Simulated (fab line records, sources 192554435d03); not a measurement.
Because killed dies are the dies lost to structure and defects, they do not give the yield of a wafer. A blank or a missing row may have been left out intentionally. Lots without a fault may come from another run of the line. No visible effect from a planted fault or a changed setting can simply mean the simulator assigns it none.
Split-lot experiment    flow n5-finfet    7 lots, 21 wafers read, on a route of 1938 steps

ON THE SPLIT
At N5_SD_EPI_N_COAT_32 (time 60 s, resist thk 350 nm), the setting spin-rpm was moved away from the recipe's 1500 rpm on 2 of the 21 wafers read, by -8.3% to -4.1%. The other wafers ran this setting at the recipe's value.

Reading taken at the split's own step.

THE READING
SOC_of_SD_EPI_N_COAT_32.thk-nm (the simulator's own value, which no gauge read), in nm, at N5_SD_EPI_N_COAT_32 (time 60 s, resist thk 350 nm). There is no usual value for it anywhere in the file. The 19 wafers here that ran the recipe average 351.0 nm, standard deviation 1.4 nm.

wafer   tool, chamber at the split  spin-rpm as run, rpm  against the recipe  SOC_of_SD_EPI_N_COAT_32.thk-nm, nm  against lot-mates on the recipe
L076.1  litho-track-03, 0           1500                  recipe              353                                 -
L076.2  litho-track-03, 0           1500                  recipe              352.8                               -
L076.4  litho-track-03, 0           1500                  recipe              352.6                               -
L083.1  litho-track-03, 0           1500                  recipe              349.2                               -
L083.3  litho-track-03, 0           1500                  recipe              349                                 -
L083.4  litho-track-03, 0           1438                  -4.1%               357                                 +7.9
L088.3  litho-track-02, 0           1500                  recipe              352.6                               -
L088.5  litho-track-02, 0           1500                  recipe              352.2                               -
L088.6  litho-track-02, 0           1500                  recipe              352.8                               -
L089.1  litho-track-03, 0           1500                  recipe              350                                 -
L089.5  litho-track-03, 0           1500                  recipe              350                                 -
L089.2  litho-track-03, 0           1500                  recipe              349.4                               -
L090.1  litho-track-02, 0           1376                  -8.3%               365.4                               +15.2
L090.3  litho-track-02, 0           1500                  recipe              349                                 -
L090.4  litho-track-02, 0           1500                  recipe              351.4                               -
L093.1  litho-track-05, 0           1500                  recipe              350.4                               -
L093.3  litho-track-05, 0           1500                  recipe              350.6                               -
L093.5  litho-track-05, 0           1500                  recipe              350                                 -
L096.1  litho-track-05, 0           1500                  recipe              350.8                               -
L096.2  litho-track-05, 0           1500                  recipe              351.4                               -
L096.3  litho-track-05, 0           1500                  recipe              352.2                               -

THE FIT
A straight line over all 21 wafers: SOC_of_SD_EPI_N_COAT_32.thk-nm changes by -1.68 nm for each +1% of spin-rpm; r = -0.93; the points scatter about the line by 1.4 nm.
The same after taking each lot's own level away (the mean of its wafers on the recipe; 21 wafers): -1.85 nm for each +1%; r = -0.99; scatter 0.49 nm.
On that fit, the largest move of spin-rpm shifts the reading by 15 nm.
The lots' own levels span 349.10 to 352.80 nm, that is 2.7 times the standard deviation above.
The two slopes are in agreement: the lot-to-lot level therefore moves the slope only a little.
Check: for one of the wafers moved furthest among these (-8.3%), held out of the fit, the line's prediction against its lot-mates is +15.8 nm. It came out at +15.2 nm against them.

ADDITIONAL SPLITS CARRIED BY THESE WAFERS
Other splits were also applied to these wafers ahead of the reading. Each is held against what the fit with the lots' levels taken away leaves over:
other split on the same wafers         wafers away from the commonest value  r with SOC_of_SD_EPI_N_COAT_32.thk-nm (lot level and that fit taken away)
N5_WELL_APT_EXPOSE_05 dose-mj          8                                     -0.21
N5_WELL_APT_DEVELOP_07 develop-time-s  4                                     +0.13
N5_WELL_APT_PEB_23 peb-temp-c          9                                     -0.16
N5_WELL_APT_DEVELOP_24 develop-time-s  9                                     -0.03
N5_FIN_SAQP_FIN_ETCH_36 bias-w         5                                     -0.09

FILE'S OWN FIT
SOC_of_SD_EPI_N_COAT_32.thk-nm changes by -1.85 nm for each +1% of spin-rpm, r = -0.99.
